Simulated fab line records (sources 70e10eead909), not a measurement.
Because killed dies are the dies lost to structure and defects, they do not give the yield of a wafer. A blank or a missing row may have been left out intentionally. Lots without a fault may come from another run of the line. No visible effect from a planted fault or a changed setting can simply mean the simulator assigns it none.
Chamber matching	flow nand_harc	rie_diel-04 running NHARC_P_M1_DESCUM_14: 4 sister chambers
The step chemistry O2, time 3 s. 8 wafers are shown with their chamber, then 8 later ones without.

== WAFERS, EACH WITH ITS CHAMBER ==
wafer	chamber	drypump_motor_current_A (A)	oes_product_au (a.u.)
L081.5	3	5.3	0.990
L086.2	0	6.4	0.977
L086.4	3	5.2	0.997
L088.3	1	5.8	0.984
L088.4	0	6.3	0.988
L089.5	2	5.2	1.005
L089.6	1	5.8	1.002
L091.3	2	5.1	1.003

== WAFERS WITH NO CHAMBER GIVEN ==
wafer	drypump_motor_current_A (A)	oes_product_au (a.u.)
L091.5	5.8	1.004
L091.6	5.2	1.006
L092.1	5.2	0.999
L092.3	5.8	1.002
L092.4	6.4	1.002
L094.1	5.8	0.991
L094.2	5.1	0.989
L094.5	5.1	0.987

== THE CHAMBER EACH PASSED THROUGH ==
wafer	from the rows above	in truth
L091.5	1	1
L091.6	can't be placed: 2 or 3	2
L092.1	can't be placed: 2 or 3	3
L092.3	1	1
L092.4	0	0
L094.1	1	1
L094.2	can't be placed: 2 or 3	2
L094.5	can't be placed: 2 or 3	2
Correctly placed: 4 of 8. Cannot be placed on the basis of these rows: 4; the candidates contain the true chamber in 4. Wrongly placed: 0.
How it was worked out, from the rows above alone: a wafer's distance from a chamber is the root of the sum, over the readings, of the square of ((its reading less the chamber's mean) divided by the reading's scatter). If the next closest chamber is less than 2 further off than the closest, the wafer can't be placed; otherwise it belongs to the closest. Each chamber's mean is taken over the wafers shown for it. The scatter: the root of (the sum of the squares of (reading less its chamber's mean) over the shown wafers, divided by (wafers less chambers)).
